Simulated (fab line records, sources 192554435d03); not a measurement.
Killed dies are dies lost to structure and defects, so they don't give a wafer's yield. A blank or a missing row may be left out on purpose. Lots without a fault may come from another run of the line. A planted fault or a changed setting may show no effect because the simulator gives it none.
Which tool did it? | flow n5_finfet | 9 lots, 27 wafers sampled, at 7 steps of a route of 1938

WHAT THE GAUGES READ, wafer by wafer
N5_BEOL_M0_SAQP_CD_MEAS_29: target cd 14.4 nm. Usual: cd_nm 14.98 nm, standard deviation 0.23.
lot  | measured     | on        | cd_nm (nm)        | flag
L999 | day 5 23:17  | cd_sem-01 | 15.16 15.13 15.34 |
L100 | day 6 06:41  | cd_sem-03 | 14.87 15.24 15.19 |
L101 | day 6 08:19  | cd_sem-01 | 15.01 14.74 14.99 |
L103 | day 6 20:47  | cd_sem-03 | 14.94 14.83 15.02 |
L104 | day 7 08:11  | cd_sem-01 | 15.04 14.99 14.97 |
L115 | day 10 03:12 | cd_sem-02 | 15.44 15.08 14.94 |
L119 | day 11 01:49 | cd_sem-01 | 14.85 14.76 14.72 |
L120 | day 11 03:50 | cd_sem-02 | 15.06 14.91 14.94 |
L121 | day 11 08:00 | cd_sem-02 | 15.18 15.35 14.95 |

N5_BEOL_M0_SAQP_INSPECT_42: inspects for defects (brightfield). Usual: raw_defect_count 328, standard deviation 98.
lot  | measured     | on                | raw_defect_count | flag
L999 | day 5 23:41  | defect_inspect-01 | 349 272 240      |
L100 | day 6 07:05  | defect_inspect-02 | 349 288 345      |
L101 | day 6 08:50  | defect_inspect-01 | 1719 1747 1512   | OFF
L103 | day 6 21:19  | defect_inspect-02 | 1487 1457 1606   | OFF
L104 | day 7 08:43  | defect_inspect-02 | 1570 1466 1484   | OFF
L115 | day 10 03:43 | defect_inspect-02 | 906 517 380      |
L119 | day 11 02:12 | defect_inspect-02 | 209 243 245      |
L120 | day 11 04:16 | defect_inspect-01 | 288 261 273      |
L121 | day 11 08:31 | defect_inspect-01 | 327 440 360      |

N5_BEOL_M0_CUTY_INSPECT_59: inspects for defects (macro). Usual: raw_defect_count 1.8, standard deviation 1.2.
lot  | measured     | on                | raw_defect_count | flag
L999 | day 6 00:56  | defect_inspect-01 | 3 3 1            |
L100 | day 6 08:34  | defect_inspect-01 | 1 3 1            |
L101 | day 6 10:22  | defect_inspect-01 | >300 >300 >300   | OFF
L103 | day 6 22:37  | defect_inspect-02 | >300 >300 >300   | OFF
L104 | day 7 10:06  | defect_inspect-02 | >300 >300 >300   | OFF
L115 | day 10 05:55 | defect_inspect-01 | 3 1 1            |
L119 | day 11 03:40 | defect_inspect-02 | 0 1 1            |
L120 | day 11 05:39 | defect_inspect-02 | 0 1 2            |
L121 | day 11 10:02 | defect_inspect-01 | 2 3 2            |

N5_BEOL_M4_RC_MEAS_101. Usual: DIBL_N 36.6 mV/V, standard deviation 1.9; DIBL_P 36.7 mV/V, standard deviation 2.2; IOFF_N 0.16 nA/um, standard deviation 0.035; IOFF_P 0.22 nA/um, standard deviation 0.038; ION_N 672 uA/um, standard deviation 14; ION_P 462 uA/um, standard deviation 8.3; SS_N 71.6 mV/dec, standard deviation 0.65; SS_P 73.5 mV/dec, standard deviation 0.72; VT_N 250 mV, standard deviation 3.5; VT_P -250 mV, standard deviation 3.1.
lot  | measured     | on        | DIBL_N (mV/V)  | DIBL_P (mV/V)  | IOFF_N (nA/um) | IOFF_P (nA/um) | ION_N (uA/um) | ION_P (uA/um) | SS_N (mV/dec)  | SS_P (mV/dec)  | VT_N (mV)   | VT_P (mV)      | flag
L999 | day 9 10:38  | prober-02 | 37.8 42.0 34.8 | 36.2 40.1 33.9 | 0.15 0.27 0.13 | 0.21 0.27 0.18 | 666 682 680   | 459 458 468   | 71.6 73.9 71.1 | 72.7 74.7 72.6 | 250 245 252 | -249 -249 -251 |
L100 | day 10 02:23 | prober-02 | 37.3 33.2 34.2 | 37.3 32.7 34.5 | 0.16 0.11 0.13 | 0.25 0.18 0.20 | 690 685 676   | 480 474 477   | 71.2 70.0 70.5 | 73.6 72.5 72.5 | 248 253 251 | -247 -250 -249 |
L101 | day 9 21:14  | prober-02 | 35.1 36.8 35.6 | 35.1 37.9 36.8 | 0.14 0.16 0.15 | 0.18 0.22 0.21 | 679 668 680   | 466 460 469   | 71.7 71.1 70.9 | 72.6 74.0 72.8 | 252 253 250 | -252 -251 -249 |
L103 | day 10 06:55 | prober-02 | 35.6 37.4 34.8 | 35.6 37.6 36.4 | 0.12 0.16 0.13 | 0.20 0.22 0.21 | 653 651 661   | 462 448 462   | 71.6 72.3 70.8 | 72.9 73.5 73.2 | 255 252 253 | -250 -251 -248 |
L104 | day 10 10:27 | prober-02 | 35.9 37.2 36.9 | 36.8 37.1 37.2 | 0.17 0.17 0.16 | 0.24 0.22 0.23 | 691 664 670   | 476 455 462   | 71.0 72.0 72.5 | 73.7 74.0 74.4 | 249 251 252 | -249 -249 -249 |
L115 | day 13 05:08 | prober-02 | 36.2 36.8 35.7 | 37.9 38.9 37.4 | 0.19 0.19 0.18 | 0.24 0.25 0.23 | 674 671 679   | 467 464 465   | 71.5 71.4 72.3 | 74.5 73.9 73.9 | 246 248 247 | -247 -248 -247 |
L119 | day 14 14:19 | prober-02 | 38.1 35.2 35.7 | 37.1 34.2 34.4 | 0.19 0.14 0.14 | 0.25 0.19 0.21 | 669 680 678   | 458 466 474   | 71.4 71.2 71.6 | 73.8 72.6 73.6 | 249 251 249 | -248 -250 -248 |
L120 | day 14 07:49 | prober-02 | 38.0 39.0 37.8 | 37.2 39.1 36.6 | 0.19 0.23 0.18 | 0.26 0.31 0.25 | 699 682 674   | 472 467 463   | 71.8 71.8 72.4 | 73.5 74.1 73.6 | 249 245 248 | -244 -244 -245 |
L121 | day 14 16:10 | prober-01 | 37.0 36.8 38.7 | 38.4 38.0 39.6 | 0.17 0.17 0.20 | 0.22 0.24 0.26 | 674 676 694   | 467 459 470   | 71.4 72.2 72.2 | 73.3 74.1 73.6 | 251 248 249 | -250 -248 -248 |

WHICH TOOL RAN EACH LOT (tool, then ch and the chambers of the sampled wafers, then the start)
lot  | N5_BEOL_M0_SAQP_STRIP_115           | N5_BEOL_M0_SAQP_ETCH_73            | N5_BEOL_M0_SAQP_CUT_ETCH_46
L999 | wet_bench-03 ch 0,2,6, day 5 20:17  | rie_diel-01 ch 0,2, day 5 23:46    | rie_diel-01 ch 0,2, day 5 23:47
L100 | wet_bench-03 ch 1,3,4, day 6 03:26  | rie_diel-03 ch 2,3, day 6 07:10    | rie_diel-03 ch 2,3, day 6 07:12
L101 | wet_bench-03 ch 3,4,6, day 6 05:20  | rie_diel-03 ch 2,3, day 6 09:02    | rie_diel-03 ch 2,3, day 6 09:04
L103 | wet_bench-03 ch 0,1,7, day 6 17:55  | rie_diel-06 ch 0,3, day 6 21:26    | rie_diel-06 ch 0,3, day 6 21:28
L104 | wet_bench-03 ch 4,6,7, day 7 04:01  | rie_diel-01 ch 0,1,3, day 7 08:47  | rie_diel-01 ch 0,1,3, day 7 08:49
L115 | wet_bench-03 ch 0,3,6, day 9 23:46  | rie_diel-03 ch 1,2,3, day 10 03:52 | rie_diel-03 ch 1,2,3, day 10 03:55
L119 | wet_bench-01 ch 0,1,2, day 10 21:42 | rie_diel-01 ch 0,1,3, day 11 02:17 | rie_diel-01 ch 0,1,3, day 11 02:19
L120 | wet_bench-03 ch 5,6,7, day 11 00:12 | rie_diel-01 ch 1,2,3, day 11 04:20 | rie_diel-01 ch 1,2,3, day 11 04:22
L121 | wet_bench-01 ch 1,5,6, day 11 04:42 | rie_diel-06 ch 2,3, day 11 08:38   | rie_diel-06 ch 2,3, day 11 08:40
- N5_BEOL_M0_SAQP_STRIP_115: strips in post etch residue remover, time 60 s.
- N5_BEOL_M0_SAQP_ETCH_73: etches SiARC in CF4, target depth 19.5 nm, time 32.5 s.
- N5_BEOL_M0_SAQP_CUT_ETCH_46: etches SOC in N2/H2, target depth 135 nm, overetch 27 nm, time 202.5 s.

WHAT THE TOOLS THEMSELVES READ (means of the sampled wafers that have a number; where no wafer has one, the mark that the record gives instead)
N5_BEOL_M0_SAQP_ETCH_73. Usual: drypump_motor_current_A 5.8 A, standard deviation 0.54; etch_rf_on_time_s 32.6 s, standard deviation 0.96; oes_product_au 0.70 a.u., standard deviation 0.076; rf_vpp_V 184.3 V, standard deviation 1.2; showerhead_plenum_p_Torr 2.16 Torr, standard deviation 0.063; throttle_valve_pct 15.55 %, standard deviation 0.25.
lot  | tool        | drypump_motor_current_A (A) | etch_rf_on_time_s (s) | oes_product_au (a.u.) | rf_vpp_V (V) | showerhead_plenum_p_Torr (Torr) | throttle_valve_pct (%) | flag
L999 | rie_diel-01 | 6.0                         | 33.3                  | 0.66                  | 185.2        | 2.21                            | 15.68                  |
L100 | rie_diel-03 | 5.0                         | 32.0                  | 0.69                  | 184.0        | 2.13                            | 15.46                  |
L101 | rie_diel-03 | 5.0                         | 31.9                  | 0.69                  | 183.9        | 2.13                            | 15.47                  |
L103 | rie_diel-06 | 6.4                         | 33.2                  | 0.75                  | 184.1        | 2.18                            | 15.19                  |
L104 | rie_diel-01 | 6.0                         | 32.7                  | 0.66                  | 183.5        | 2.10                            | 15.61                  |
L115 | rie_diel-03 | 4.9                         | 32.0                  | 0.67                  | 183.5        | 2.09                            | 15.64                  |
L119 | rie_diel-01 | 6.0                         | 32.6                  | 0.64                  | 183.1        | 2.09                            | 15.66                  |
L120 | rie_diel-01 | 6.0                         | 32.6                  | 0.66                  | 184.1        | 2.12                            | 15.61                  |
L121 | rie_diel-06 | 5.9                         | 33.5                  | 0.62                  | 185.0        | 2.20                            | 15.67                  |

N5_BEOL_M0_SAQP_CUT_ETCH_46. Usual: drypump_motor_current_A 5.8 A, standard deviation 0.53; n2_flow_sccm 199.9 sccm, standard deviation 0.61; rf_vpp_V 524.4 V, standard deviation 2.3; showerhead_plenum_p_Torr 2.56 Torr, standard deviation 0.076; throttle_valve_pct 17.75 %, standard deviation 0.26.
lot  | tool        | drypump_motor_current_A (A) | n2_flow_sccm (sccm) | rf_vpp_V (V) | showerhead_plenum_p_Torr (Torr) | throttle_valve_pct (%) | flag
L999 | rie_diel-01 | 5.9                         | 200.2               | 526.8        | 2.63                            | 17.78                  |
L100 | rie_diel-03 | 5.0                         | 199.5               | 522.5        | 2.54                            | 17.86                  |
L101 | rie_diel-03 | 5.0                         | 199.9               | 524.0        | 2.54                            | 17.85                  |
L103 | rie_diel-06 | 6.4                         | 200.1               | 525.5        | 2.59                            | 17.39                  |
L104 | rie_diel-01 | 6.1                         | 199.9               | 521.6        | 2.48                            | 17.77                  |
L115 | rie_diel-03 | 4.9                         | 199.8               | 521.7        | 2.49                            | 17.96                  |
L119 | rie_diel-01 | 6.0                         | 199.7               | 521.7        | 2.47                            | 17.81                  |
L120 | rie_diel-01 | 6.0                         | 199.9               | 523.2        | 2.52                            | 17.73                  |
L121 | rie_diel-06 | 6.0                         | 200.0               | 526.0        | 2.60                            | 17.77                  |

THE ANSWER, worked out from the rows above alone
Rule: a lot is off if the mean of its wafers that have a number lies more than 3 standard deviations from the usual mean. A lot without any number at a reading at which 4 lots or more have one is off too. The other lots that the step has rows for count as sound. The gauges are gone through in route order, then the tools' own readings, and for those a lot's mean is taken as printed above. The first step at which some lot is off is used, and at that step the reading that is off furthest; a lot without a number counts as furthest.
Off: L101, L103, L104, at N5_BEOL_M0_SAQP_INSPECT_42 (raw_defect_count).
A tool fits if, at a process step before that reading, it ran every lot that is off, and no sound lot after the first of them. The gauges at N5_BEOL_M0_SAQP_INSPECT_42 are tried like those tools. None of those tried fits.

WHAT THE SIMULATOR HAD PUT IN
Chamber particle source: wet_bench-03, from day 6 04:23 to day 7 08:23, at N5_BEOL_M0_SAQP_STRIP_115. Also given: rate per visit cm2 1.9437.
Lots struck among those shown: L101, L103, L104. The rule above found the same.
